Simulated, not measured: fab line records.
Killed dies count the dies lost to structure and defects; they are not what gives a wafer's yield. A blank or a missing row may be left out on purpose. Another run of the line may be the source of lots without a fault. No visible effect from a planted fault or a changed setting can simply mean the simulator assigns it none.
fab line records | flow nandHarc
record: lots: 11 wafers: 33 lastDay: 24
route steps=1159 shown P_M1@306 P_M2@326 END@1159
lots with no fault: from the same line, run without faults
startH: hours from the record's opening day to when the first of the lot's shown wafers began | waitH: hours from the lot's prior step to this one | " the same as in the row above | L1.1+2: a row that stands for several wafers | - value missing, or start not given | * or withheld: withheld | < > ~ a bound
route shown NAME@n: NAME is a module with steps in the file, n the number in the route of the first one | usual: mean/standard deviation of fault-free wafers | same: alike in all rows | chamber/n: place in a boat | sites: readings site by site | _std_site: standard deviation of those values | _edge_site: mean of outer sites minus mean of inner sites | radiusMm: how far each site lies from the wafer's centre | mask NAME#n: copy n | behind: the most recent tool/chamber to have shaped the wafer | hold: why the lot was held/for how many hours/how that ended | device: whichever transistor did not switch (one of n, p or np) | end of line: the route-end tests of the same wafers | where a step has no rows: the recipe by itself | killed: not the wafer's yield, but the dies lost to structure and defects at the first sort | map: a wafer's dies, x killed, . not, _ none there
set.NAME: the setting that was run; set.NAME@STEP: the one run at that earlier step | model.NAME: the simulator's own value behind a step, which no gauge read
a sample of lots followed through the steps of the route, with each step as a table and each wafer as a row
services: when a tool's chamber went out of use (startH, in hours from the record's first day, below 0 if earlier), for how many hours, and the reason
== steps ==
step: NHARC_P_M1_PRE_CLEAN_30
recipe: timeS: 30 tempC: 280 gas: H2/He
usual: heaterPowerW: 401/35
columns lot.wafer tool chamber startH waitH heaterPowerW
L550.3 pvdSputter-02 - - - 477
L550.2 " - " " 421
L550.1 " - " " 386
L552.1 pvdSputter-01 - - - 385
L552.6 " - " " 386
L552.5 " - " " 367
L553.4 pvdSputter-02 - - - 393
L553.5 " - " " 389
L553.6 " - " " 382
L554.3 pvdSputter-01 - - - 385
L554.1 " - " " 446
L554.2 " - " " 364
L565.1 pvdSputter-01 - - - 466
L565.2 " - " " 378
L565.6 " - " " 465
L566.1 pvdSputter-03 - - - 365
L566.5 " - " " 377
L566.6 " - " " 357
L564.1 pvdSputter-01 - - - 372
L564.4 " - " " 449
L564.2 " - " " 370
L567.3 pvdSputter-02 - - - 398
L567.2 " - " " 405
L567.4 " - " " 377
L568.2 pvdSputter-02 - - - 413
L568.1 " - " " 396
L568.3 " - " " 382
L570.3 pvdSputter-03 - - - 354
L570.1 " - " " 382
L570.2 " - " " 386
L571.2 pvdSputter-02 - - - 412
L571.5 " - " " 445
L571.6 " - " " 408
step: NHARC_P_M2_PEB_07
recipe: pebTempC: 100 pebTimeS: 65
usual: heaterPowerTotalW: 156.6/0.44
columns lot.wafer tool chamber startH waitH heaterPowerTotalW
L550.1 lithoTrack-04 0 135.13 0.1 156.0
L550.2 " 0 " " 156.8
L550.3 " 0 " " 156.7
L552.1 lithoTrack-06 0 144.54 0.1 156.2
L552.5 " 0 " " 156.1
L552.6 " 0 " " 156.3
L553.4 lithoTrack-06 0 152.34 0.0 156.1
L553.5 " 0 " " 156.0
L553.6 " 0 " " 157.1
L554.1 lithoTrack-04 0 152.79 0.1 156.9
L554.2 " 0 " " 157.2
L554.3 " 0 " " 156.1
L565.1 lithoTrack-06 0 219.81 0.1 156.9
L565.2 " 0 " " 156.0
L565.6 " 0 " " 156.3
L566.1 lithoTrack-01 0 220.58 0.1 157.1
L566.5 " 0 " " 156.0
L566.6 " 0 " " 156.4
L564.1 lithoTrack-04 0 221.14 0.1 157.1
L564.2 " 0 " " 157.0
L564.4 " 0 " " 156.6
L567.2 lithoTrack-01 0 229.42 0.1 156.3
L567.3 " 0 " " 157.2
L567.4 " 0 " " 157.2
L568.1 lithoTrack-01 0 230.90 0.1 156.0
L568.2 " 0 " " 157.2
L568.3 " 0 " " 156.4
L570.1 lithoTrack-01 0 250.96 0.1 157.0
L570.2 " 0 " " 156.0
L570.3 " 0 " " 156.8
L571.2 lithoTrack-01 0 252.39 0.1 156.2
L571.5 " 0 " " 156.1
L571.6 " 0 " " 157.0
step: NHARC_P_M2_CD_MEAS_09
recipe: targetCdNm: 170 landingEnergyEv: 500
usual: cdNm: 169.9/0.53
same: landingEnergyEv: 500
columns lot.wafer tool chamber startH waitH cdNm
L550.1 cdSem-02 0 135.21 - 169.3
L550.2 " 0 " " 169.6
L550.3 " 0 " " 169.6
L552.1 cdSem-01 0 144.62 - 169.5
L552.5 " 0 " " 169.5
L552.6 " 0 " " 169.9
L553.4 cdSem-02 0 152.42 - 170.4
L553.5 " 0 " " 169.6
L553.6 " 0 " " 169.8
L554.1 cdSem-01 0 152.87 - 170.1
L554.2 " 0 " " 169.2
L554.3 " 0 " " 169.7
L565.1 cdSem-01 0 219.89 - 170.2
L565.2 " 0 " " 169.6
L565.6 " 0 " " 169.7
L566.1 cdSem-02 0 220.66 - 169.5
L566.5 " 0 " " 169.4
L566.6 " 0 " " 169.9
L564.1 cdSem-03 0 221.22 - 171.5
L564.2 " 0 " " 170.9
L564.4 " 0 " " 171.5
L567.2 cdSem-01 0 229.50 - 169.4
L567.3 " 0 " " 169.9
L567.4 " 0 " " 169.3
L568.1 cdSem-03 0 230.97 - 170.3
L568.2 " 0 " " 170.0
L568.3 " 0 " " 171.3
L570.1 cdSem-01 0 251.04 - 170.0
L570.2 " 0 " " 170.4
L570.3 " 0 " " 169.9
L571.2 cdSem-02 0 252.47 - 170.2
L571.5 " 0 " " 170.6
L571.6 " 0 " " 171.2
step: NHARC_P_M2_ETCH_35
recipe: targetDepthA: 400 overetchA: 120 timeS: 43.94 ionEnergyEv: 200 n2FlowSccm: 150 h2FlowSccm: 150 arFlowSccm: 0 rfW: 400 biasW: 150 chemistry: N2/H2
usual: drypumpMotorCurrentA: 5.8/0.58 oesProductAu: 0.999/0.0082 rfVppV: 430.6/1.6 showerheadPlenumPTorr: 2.04/0.053 throttleValvePct: 14.172/0.0094
columns lot.wafer tool chamber startH waitH drypumpMotorCurrentA oesProductAu rfHoursCounterH rfVppV showerheadPlenumPTorr throttleValvePct
L550.3 rieDiel-05 3 135.48 0.1 5.0 0.991 27 431.1 2.03 14.184
L550.1 " 0 " " 5.8 0.994 28 428.3 2.00 14.171
L550.2 " 1 " " 6.1 0.999 20 429.5 1.97 14.178
L552.1 rieDiel-04 2 144.90 0.1 6.7 0.993 1 433.8 2.12 14.171
L552.6 " 0 " " 6.0 0.993 - 431.0 2.04 14.171
L552.5 " 1 " " 5.1 1.012 - 430.6 2.04 14.172
L553.4 rieDiel-04 3 152.69 0.1 5.5 1.001 1 432.1 2.06 14.162
L553.5 " 2 " " 6.7 1.003 - 432.6 2.12 14.168
L553.6 " 3 " " 5.5 0.994 - 430.8 2.06 14.166
L554.2 rieDiel-13 1 153.14 0.1 6.4 1.013 20 427.7 1.91 14.171
L554.1 " 2 " " 6.3 1.002 20 429.0 2.00 14.185
L554.3 " 3 " " 5.3 0.996 15 427.3 1.90 14.171
L565.2 rieDiel-04 3 220.19 0.1 5.5 1.006 4 430.4 2.06 14.185
L565.1 " 0 " " 6.1 1.008 4 430.3 2.04 14.158
L565.6 " 3 " " 5.6 0.995 - 431.5 2.06 14.179
L566.1 rieDiel-04 0 220.97 0.1 6.1 1.005 4 430.4 2.04 14.175
L566.5 " 2 " " 6.7 0.998 - 432.5 2.12 14.164
L566.6 " 0 " " 6.1 0.988 - 430.9 2.04 14.166
L564.1 rieDiel-04 3 221.62 0.1 5.6 0.993 4 430.3 2.06 14.168
L564.2 " 0 " " 6.1 1.003 4 429.2 2.04 14.173
L564.4 " 0 " " 6.1 1.005 - 429.1 2.04 14.171
L567.3 rieDiel-04 1 229.77 0.1 5.1 1.011 4 430.9 2.04 14.187
L567.2 " 2 " " 6.7 1.007 5 431.5 2.12 14.177
L567.4 " 3 " " 5.6 0.998 5 431.6 2.06 14.174
L568.2 rieDiel-13 1 231.25 0.1 6.4 0.989 52 425.7 1.90 14.185
L568.1 " 2 " " 6.3 0.978 50 430.0 1.99 14.165
L568.3 " 3 " " 5.3 0.985 38 427.6 1.89 14.190
L570.3 rieDiel-04 0 251.31 0.1 6.0 0.997 5 431.5 2.04 14.165
L570.1 " 1 " " 5.1 1.008 4 430.9 2.04 14.168
L570.2 " 2 " " 6.7 1.006 5 432.6 2.12 14.181
L571.2 rieDiel-04 2 252.76 0.1 6.7 1.004 6 432.3 2.12 14.187
L571.5 " 3 " " 5.6 0.999 - 431.2 2.06 14.176
L571.6 " 0 " " 6.1 1.004 - 429.8 2.04 14.158
step: NHARC_P_M2_DEGAS_29
recipe: tempC: 250 timeS: 60
usual: heaterPowerW: 317/22
columns lot.wafer tool chamber startH waitH heaterPowerW
L550.2 pvdSputter-01 - 136.42 - 304
L550.1 " - " " 352
L550.3 " - " " 324
L552.1 pvdSputter-01 - 146.30 - 325
L552.6 " - " " 295
L552.5 " - " " 318
L553.4 pvdSputter-01 - 153.61 - 313
L553.5 " - " " 326
L553.6 " - " " 305
L554.3 pvdSputter-03 - 154.07 - 327
L554.2 " - " " 294
L554.1 " - " " 306
L565.1 pvdSputter-03 - 221.23 - 326
L565.2 " - " " 305
L565.6 " - " " 307
L566.1 pvdSputter-01 - 221.99 - 303
L566.5 " - " " 317
L566.6 " - " " 297
L564.1 pvdSputter-01 - 222.64 - 314
L564.2 " - " " 303
L564.4 " - " " 379
L567.3 pvdSputter-03 - 230.75 - 320
L567.2 " - " " 326
L567.4 " - " " 287
L568.2 pvdSputter-03 - 232.20 - 308
L568.3 " - " " 306
L568.1 " - " " 324
L570.1 pvdSputter-01 - 252.24 - 299
L570.2 " - " " 305
L570.3 " - " " 301
L571.2 pvdSputter-03 - 253.70 - 311
L571.6 " - " " 326
L571.5 " - " " 315
step: NHARC_END_SORT_01
recipe: tempC: 25
usual: defectLimitedYield: 95.5/1.4 killedAtArray: 27/9.8 killedAtOther: 0.6/0.83 killedAtPeriphery: 3.5/2.4 killedDies: 31/9.6 killedOpen: 3.1/1.9 killedShort: 2.0/1.5 sort_bin_2_pct: 1.4/0.6 sort_bin_3_pct: 0.26/0.23 sort_bin_4_pct: 2.8/0.89 sortNPass: 646/9.6 sortRimYieldPct: 96.6/2.5 sortYieldPct: 95.5/1.4
same: grossDies: 677 sort_bin_5_pct[%]: 0 sort_bin_6_pct[%]: 0 sort_bin_7_pct[%]: 0 sort_bin_8_pct[%]: 0 sortRimNGross: 106.00
columns lot.wafer tool chamber startH waitH defectLimitedYield[%] killedAtArray killedAtOther killedAtPeriphery killedDies killedOpen killedShort sort_bin_2_pct[%] sort_bin_3_pct[%] sort_bin_4_pct[%] sortNPass sortRimYieldPct[%] sortYieldPct[%]
L550.1 prober-02 0 466.48 2.5 96.9 16 1 4 21 2 1 1.0 0 2.1 656 94.3 96.9
L550.2 prober-02 0 467.30 2.8 95.7 26 2 1 29 5 2 1.0 0.15 3.1 648 97.2 95.7
L550.3 prober-02 0 468.12 3.1 96.3 21 0 4 25 4 5 1.0 0.15 2.5 652 94.3 96.3
L552.1 prober-02 0 474.44 2.5 93.6 34 4 5 43 3 2 2.5 0 3.8 634 99.1 93.6
L552.5 prober-02 0 477.66 3.7 94.8 32 2 1 35 2 1 1.3 0.15 3.7 642 100.0 94.8
L552.6 prober-02 0 478.47 4.0 94.8 30 2 3 35 1 1 1.6 0.44 3.1 642 94.3 94.8
L554.1 prober-02 0 482.24 2.5 95.4 30 0 1 31 0 1 1.6 0.30 2.7 646 99.1 95.4
L554.2 prober-02 0 483.04 2.8 94.4 34 0 4 38 4 5 1.9 0.15 3.5 639 97.2 94.4
L554.3 prober-02 0 483.84 3.1 93.1 37 1 9 47 5 3 2.2 0.15 4.6 630 96.2 93.1
L553.4 prober-01 0 492.12 3.4 95.7 24 1 4 29 2 4 0.7 0.30 3.2 648 94.3 95.7
L553.5 prober-01 0 492.91 3.7 96.8 20 0 2 22 2 1 0.9 0 2.4 655 99.1 96.8
L553.6 prober-01 0 493.70 3.9 96.2 21 0 5 26 2 2 1.0 0 2.8 651 96.2 96.2
L566.1 prober-01 0 551.75 2.5 95.6 29 0 1 30 3 2 1.9 0.44 2.1 647 92.5 95.6
L566.5 prober-01 0 555.02 3.8 93.1 45 1 1 47 2 2 2.2 0.30 4.4 630 95.3 93.1
L566.6 prober-01 0 555.83 4.1 94.7 34 0 2 36 3 4 1.8 0.15 3.4 641 96.2 94.7
L568.1 prober-02 0 559.56 2.5 95.7 26 0 3 29 4 1 1.0 0.15 3.1 648 94.3 95.7
L568.2 prober-02 0 560.36 2.8 96.3 23 2 0 25 1 3 0.7 0.30 2.7 652 93.4 96.3
L568.3 prober-02 0 561.17 3.1 95.9 26 0 2 28 2 3 1.2 0.30 2.7 649 98.1 95.9
L565.1 prober-01 0 559.66 2.5 95.6 26 0 4 30 7 2 1.5 0.44 2.5 647 100.0 95.6
L565.2 prober-01 0 560.46 2.8 93.6 41 0 2 43 8 3 2.2 0.15 4.0 634 92.5 93.6
L565.6 prober-01 0 563.64 4.0 96.3 22 0 3 25 2 3 1.0 0 2.7 652 98.1 96.3
L564.1 prober-02 0 567.42 2.5 97.6 15 0 1 16 1 2 0.6 0 1.8 661 93.4 97.6
L564.2 prober-02 0 568.23 2.8 96.9 17 1 3 21 6 2 1.0 0 2.1 656 98.1 96.9
L564.4 prober-02 0 569.84 3.4 98.2 10 0 2 12 2 1 0.7 0 1.0 665 99.1 98.2
L567.2 prober-01 0 568.25 2.8 95.1 27 0 6 33 2 4 1.3 0.30 3.2 644 100.0 95.1
L567.3 prober-01 0 569.05 3.1 95.3 28 0 4 32 1 4 1.5 0.15 3.1 645 99.1 95.3
L567.4 prober-01 0 569.86 3.4 95.1 28 0 5 33 2 1 1.8 0 3.1 644 96.2 95.1
L570.1 prober-01 0 583.04 2.5 95.7 21 1 7 29 5 5 1.2 0.15 3.0 648 96.2 95.7
L570.2 prober-01 0 583.84 2.8 95.7 21 0 8 29 2 3 1.2 0.15 3.0 648 97.2 95.7
L570.3 prober-01 0 584.64 3.1 96.8 14 2 6 22 2 1 1.0 0.15 2.1 655 95.3 96.8
L571.2 prober-02 0 583.87 2.8 93.2 43 1 2 46 8 4 3.1 0.15 3.5 631 91.5 93.2
L571.5 prober-02 0 586.26 3.7 93.9 39 1 1 41 2 2 1.9 0.30 3.8 636 97.2 93.9
L571.6 prober-02 0 587.05 4.0 95.1 28 1 4 33 4 2 1.5 0.30 3.1 644 90.6 95.1
killed by level:class
L550.1 A_SLIT:chamberFilmFlake=5 A_STAIRCASE:chamberFilmFlake=4 A_WL_FILL:chamberFilmFlake=3 P_ZERO_WELL:chamberFilmFlake=2 A_CONTACT:chamberFilmFlake=2 P_GATE:geometricParticle:short=1 A_CONTACT:geometricParticle:open=1 P_GATE:chamberFilmFlake=1
L550.2 A_SLIT:chamberFilmFlake=6 A_CONTACT:chamberFilmFlake=5 A_CONTACT:geometricParticle:open=3 A_CHANNEL_HOLE_D1:chamberFilmFlake=3 A_STAIRCASE:chamberFilmFlake=3 A_WL_FILL:chamberFilmFlake=3 THIN_TSV:chamberFilmFlake=2 P_CONTACT:geometricParticle:short=1
L550.3 A_CONTACT:chamberFilmFlake=5 A_STAIRCASE:chamberFilmFlake=4 A_SLIT:chamberFilmFlake=4 A_SOURCE_PLATE:geometricParticle:short=2 P_ZERO_WELL:chamberFilmFlake=2 P_GATE:geometricParticle:short=1 P_M0:geometricParticle:short=1 A_STAIRCASE:geometricParticle:open=1
L552.1 A_CHANNEL_HOLE_D1:chamberFilmFlake=18 A_SLIT:chamberFilmFlake=8 THIN_TSV:chamberFilmFlake=4 A_CONTACT:geometricParticle:open=2 P_GATE:chamberFilmFlake=2 A_STAIRCASE:chamberFilmFlake=2 A_CONTACT:chamberFilmFlake=2 P_CONTACT:geometricParticle:short=1
L552.5 A_SLIT:chamberFilmFlake=10 A_CHANNEL_HOLE_D1:chamberFilmFlake=8 A_CONTACT:chamberFilmFlake=5 A_STAIRCASE:chamberFilmFlake=4 A_CONTACT:geometricParticle:open=2 A_WL_FILL:chamberFilmFlake=2 THIN_TSV:chamberFilmFlake=2 A_CHANNEL_FILL_D1:geometricParticle:short=1
L552.6 A_CHANNEL_HOLE_D1:chamberFilmFlake=13 A_SLIT:chamberFilmFlake=8 A_STAIRCASE:chamberFilmFlake=3 A_CONTACT:chamberFilmFlake=3 P_GATE:chamberFilmFlake=2 THIN_TSV:chamberFilmFlake=2 A_CHANNEL_FILL_D1:geometricParticle:short=1 A_CONTACT:geometricParticle:open=1
L554.1 A_CHANNEL_HOLE_D1:chamberFilmFlake=12 A_SLIT:chamberFilmFlake=8 A_STAIRCASE:chamberFilmFlake=6 A_SGD_CUT:geometricParticle:short=1 P_ZERO_WELL:chamberFilmFlake=1 A_CHANNEL_FILL_D1:chamberFilmFlake=1 A_WL_FILL:chamberFilmFlake=1 A_CONTACT:chamberFilmFlake=1
L554.2 A_CHANNEL_HOLE_D1:chamberFilmFlake=14 A_STAIRCASE:chamberFilmFlake=8 A_SLIT:chamberFilmFlake=4 P_CONTACT:geometricParticle:open=2 A_CONTACT:geometricParticle:short=2 P_M0:geometricParticle:short=1 A_ONON_D1:geometricParticle:short=1 A_SGD_CUT:geometricParticle:short=1
L554.3 A_CHANNEL_HOLE_D1:chamberFilmFlake=16 A_SLIT:chamberFilmFlake=7 A_STAIRCASE:chamberFilmFlake=7 P_GATE:chamberFilmFlake=3 P_ZERO_WELL:chamberFilmFlake=2 A_WL_FILL:chamberFilmFlake=2 P_CONTACT:geometricParticle:open=1 P_M0:geometricParticle:open=1
L553.4 A_STAIRCASE:chamberFilmFlake=6 A_SLIT:chamberFilmFlake=6 A_CONTACT:chamberFilmFlake=5 P_ZERO_WELL:chamberFilmFlake=2 P_GATE:chamberFilmFlake=2 A_CHANNEL_HOLE_D1:geometricParticle:short=1 A_CHANNEL_FILL_D1:geometricParticle:open=1 A_SLIT:geometricParticle:short=1
L553.5 A_SLIT:chamberFilmFlake=8 A_STAIRCASE:chamberFilmFlake=4 A_CONTACT:chamberFilmFlake=4 P_ZERO_WELL:chamberFilmFlake=2 A_CHANNEL_FILL_D1:geometricParticle:open=1 A_SLIT:geometricParticle:short=1 A_CONTACT:geometricParticle:open=1 A_BLC:chamberFilmFlake=1
L553.6 A_STAIRCASE:chamberFilmFlake=5 A_SLIT:chamberFilmFlake=5 A_CONTACT:chamberFilmFlake=5 P_ZERO_WELL:chamberFilmFlake=3 A_CHANNEL_HOLE_D1:chamberFilmFlake=2 P_M0:geometricParticle:short=1 A_WL_FILL:geometricParticle:open=1 A_WL_FILL:geometricParticle:short=1
L566.1 A_CHANNEL_HOLE_D1:chamberFilmFlake=12 A_SLIT:chamberFilmFlake=7 A_CONTACT:chamberFilmFlake=5 A_CHANNEL_FILL_D1:geometricParticle:open=2 A_WL_FILL:geometricParticle:short=1 A_M0:geometricParticle:open=1 A_M0:geometricParticle:short=1 P_ZERO_WELL:chamberFilmFlake=1
L566.5 A_CHANNEL_HOLE_D1:chamberFilmFlake=22 A_SLIT:chamberFilmFlake=16 A_CONTACT:chamberFilmFlake=2 P_CONTACT:geometricParticle:open=1 A_CHANNEL_FILL_D1:geometricParticle:short=1 A_CHANNEL_FILL_D1:geometricParticle:open=1 A_WL_FILL:geometricParticle:short=1 A_CHANNEL_FILL_D1:chamberFilmFlake=1
L566.6 A_CHANNEL_HOLE_D1:chamberFilmFlake=11 A_SLIT:chamberFilmFlake=9 A_CONTACT:chamberFilmFlake=5 A_CHANNEL_FILL_D1:geometricParticle:open=3 A_WL_FILL:geometricParticle:short=2 A_ONON_D1:geometricParticle:short=1 A_SGD_CUT:geometricParticle:short=1 P_STI:chamberFilmFlake=1
L568.1 A_SLIT:chamberFilmFlake=11 A_CHANNEL_HOLE_D1:chamberFilmFlake=6 P_M1:chamberFilmFlake=3 A_CONTACT:chamberFilmFlake=3 A_CHANNEL_FILL_D1:geometricParticle:open=1 A_CHANNEL_FILL_D1:geometricParticle:short=1 A_CONTACT:geometricParticle:open=1 A_M0:geometricParticle:open=1
L565.1 A_CHANNEL_HOLE_D1:chamberFilmFlake=19 P_M0:geometricParticle:open=3 A_CONTACT:geometricParticle:open=2 P_GATE:geometricParticle:open=1 A_ONON_D1:geometricParticle:short=1 A_CHANNEL_HOLE_D1:geometricParticle:short=1 A_M0:geometricParticle:open=1 A_WL_FILL:chamberFilmFlake=1
L568.2 A_CHANNEL_HOLE_D1:chamberFilmFlake=10 A_SLIT:chamberFilmFlake=6 A_CONTACT:chamberFilmFlake=4 A_SOURCE_PLATE:geometricParticle:short=1 A_CHANNEL_HOLE_D1:geometricParticle:short=1 A_WL_FILL:geometricParticle:short=1 STARTING-WAFER:geometricParticle:open=1 THIN_TSV:chamberFilmFlake=1
L565.2 A_CHANNEL_HOLE_D1:chamberFilmFlake=27 A_CONTACT:chamberFilmFlake=5 A_M0:geometricParticle:open=2 P_M0:geometricParticle:short=1 P_M0:geometricParticle:open=1 A_ONON_D1:geometricParticle:short=1 A_CHANNEL_HOLE_D1:geometricParticle:short=1 A_CHANNEL_HOLE_D1:geometricParticle:open=1
L568.3 A_SLIT:chamberFilmFlake=14 A_CHANNEL_HOLE_D1:chamberFilmFlake=5 A_CONTACT:chamberFilmFlake=2 A_SOURCE_PLATE:geometricParticle:short=1 A_WL_FILL:geometricParticle:short=1 A_CONTACT:geometricParticle:open=1 A_BLC:geometricParticle:open=1 A_BLC:geometricParticle:short=1
L565.6 A_CHANNEL_HOLE_D1:chamberFilmFlake=14 A_WL_FILL:chamberFilmFlake=2 A_CONTACT:chamberFilmFlake=2 P_M1:geometricParticle:open=1 A_SOURCE_PLATE:geometricParticle:short=1 A_CHANNEL_HOLE_D1:geometricParticle:short=1 A_WL_FILL:geometricParticle:short=1 A_WL_FILL:geometricParticle:open=1
L564.1 A_CHANNEL_HOLE_D1:chamberFilmFlake=8 A_CONTACT:chamberFilmFlake=3 P_M0:geometricParticle:short=1 A_CHANNEL_FILL_D1:geometricParticle:open=1 A_SGD_CUT:geometricParticle:short=1 A_CHANNEL_FILL_D1:chamberFilmFlake=1 A_SLIT:chamberFilmFlake=1
L564.2 A_CHANNEL_HOLE_D1:chamberFilmFlake=7 A_CHANNEL_FILL_D1:chamberFilmFlake=3 A_CONTACT:chamberFilmFlake=2 P_CONTACT:geometricParticle:short=1 P_M1:geometricParticle:open=1 P_M2:geometricParticle:open=1 A_ONON_D1:geometricParticle:open=1 A_CHANNEL_FILL_D1:geometricParticle:open=1
L567.2 A_CHANNEL_HOLE_D1:chamberFilmFlake=21 P_M1:chamberFilmFlake=4 P_CONTACT:geometricParticle:open=1 A_ONON_D1:geometricParticle:short=1 A_CHANNEL_FILL_D1:geometricParticle:short=1 A_STAIRCASE:geometricParticle:short=1 A_CONTACT:geometricParticle:short=1 A_M0:geometricParticle:open=1
L567.3 A_CHANNEL_HOLE_D1:chamberFilmFlake=19 P_M1:chamberFilmFlake=3 A_WL_FILL:geometricParticle:short=2 A_M0:chamberFilmFlake=2 A_ONON_D1:geometricParticle:short=1 A_CHANNEL_FILL_D1:geometricParticle:short=1 A_CONTACT:geometricParticle:open=1 P_ZERO_WELL:chamberFilmFlake=1
L564.4 A_CHANNEL_HOLE_D1:chamberFilmFlake=5 A_SLIT:chamberFilmFlake=2 A_CHANNEL_FILL_D1:geometricParticle:open=1 A_SGD_CUT:geometricParticle:short=1 A_CONTACT:geometricParticle:open=1 P_ZERO_WELL:chamberFilmFlake=1 P_M1:chamberFilmFlake=1
L567.4 A_CHANNEL_HOLE_D1:chamberFilmFlake=20 P_M1:chamberFilmFlake=5 A_CONTACT:chamberFilmFlake=3 A_CHANNEL_FILL_D1:geometricParticle:short=1 A_WL_FILL:geometricParticle:open=1 A_BLC:geometricParticle:open=1 A_CHANNEL_FILL_D1:chamberFilmFlake=1 A_M0:chamberFilmFlake=1
L570.1 P_M0:chamberFilmFlake=3 A_CHANNEL_HOLE_D1:chamberFilmFlake=3 A_CHANNEL_FILL_D1:chamberFilmFlake=3 A_CONTACT:chamberFilmFlake=3 A_WL_FILL:geometricParticle:short=2 P_STI:chamberFilmFlake=2 A_SLIT:chamberFilmFlake=2 P_M0:geometricParticle:short=1
L570.2 A_CHANNEL_HOLE_D1:chamberFilmFlake=8 A_CONTACT:chamberFilmFlake=7 P_BONDPAD:chamberFilmFlake=4 P_M0:chamberFilmFlake=2 A_CHANNEL_FILL_D1:chamberFilmFlake=2 P_CONTACT:geometricParticle:short=1 A_ONON_D1:geometricParticle:open=1 A_CHANNEL_HOLE_D1:geometricParticle:short=1
L571.2 A_SLIT:chamberFilmFlake=17 A_CHANNEL_HOLE_D1:chamberFilmFlake=6 A_CONTACT:geometricParticle:open=5 A_SGD_CUT:chamberFilmFlake=4 A_WL_FILL:chamberFilmFlake=3 A_WL_FILL:geometricParticle:short=2 A_CONTACT:chamberFilmFlake=2 P_M2:geometricParticle:short=1
L570.3 A_CONTACT:chamberFilmFlake=7 P_M0:chamberFilmFlake=5 A_CHANNEL_HOLE_D1:chamberFilmFlake=4 THIN_TSV:chamberFilmFlake=2 A_CHANNEL_FILL_D1:geometricParticle:open=1 A_STAIRCASE:geometricParticle:open=1 A_WL_FILL:geometricParticle:short=1 P_BONDPAD:chamberFilmFlake=1
L571.5 A_SLIT:chamberFilmFlake=27 A_SGD_CUT:chamberFilmFlake=4 A_CHANNEL_HOLE_D1:chamberFilmFlake=3 A_CHANNEL_FILL_D1:geometricParticle:open=1 A_STAIRCASE:geometricParticle:short=1 A_CONTACT:geometricParticle:open=1 A_M1:geometricParticle:short=1 P_GATE:chamberFilmFlake=1
L571.6 A_SLIT:chamberFilmFlake=10 A_SGD_CUT:chamberFilmFlake=8 P_STI:chamberFilmFlake=3 A_CHANNEL_HOLE_D1:chamberFilmFlake=3 A_CONTACT:chamberFilmFlake=3 P_M0:geometricParticle:open=1 A_ONON_D1:geometricParticle:short=1 A_CHANNEL_HOLE_D1:geometricParticle:open=1
== services ==
columns tool chamber startH hours kind
rieDiel-04 - 111.90 9.0 pm
rieDiel-04 0 111.90 9.0 ventCycle
rieDiel-04 1 111.90 9.0 ventCycle
rieDiel-04 2 111.90 9.0 ventCycle
rieDiel-04 3 111.90 9.0 ventCycle
lithoTrack-06 - 117.00 7.0 pm
rieDiel-04 0 120.90 - clean
rieDiel-04 1 120.90 - clean
rieDiel-04 2 120.90 - clean
rieDiel-04 3 120.90 - clean
pvdSputter-02 - 125.19 1.9 repair
lithoTrack-04 - 141.00 7.0 pm
rieDiel-13 - 159.92 0.2 repair
rieDiel-05 - 163.60 9.0 pm
pvdSputter-01 - 175.48 5.0 repair
pvdSputter-03 - 176.54 1.5 repair
rieDiel-05 3 185.74 23.8 repair
rieDiel-13 2 191.71 3.1 repair
pvdSputter-02 - 199.40 1.1 repair
pvdSputter-02 - 214.00 10.0 pm
rieDiel-13 3 216.17 14.1 repair
rieDiel-04 1 218.09 9.9 repair
pvdSputter-02 - 232.15 3.7 repair
pvdSputter-02 - 250.75 45.5 repair
== key ==
firstSign: step: NHARC_P_M2_CD_MEAS_09 reading: cdNm direction: up sigmas: 2.7 usual: 169.9 struck: 171.3
effect none on later readings
metAt NHARC_P_M2_PEB_07
struckLots L564
notActingAt NHARC_P_M1_PRE_CLEAN_30,NHARC_P_M2_ETCH_35,NHARC_P_M2_DEGAS_29
onsetBetween 152.79 221.14
fault: kind: processParameterDrift tool: lithoTrack-04 chamber: - onsetH: 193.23 steps: NHARC_P_M2_PEB_07 channel: pebTimeS offset: * shape: step endH: 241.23 actsIn: * stated: *
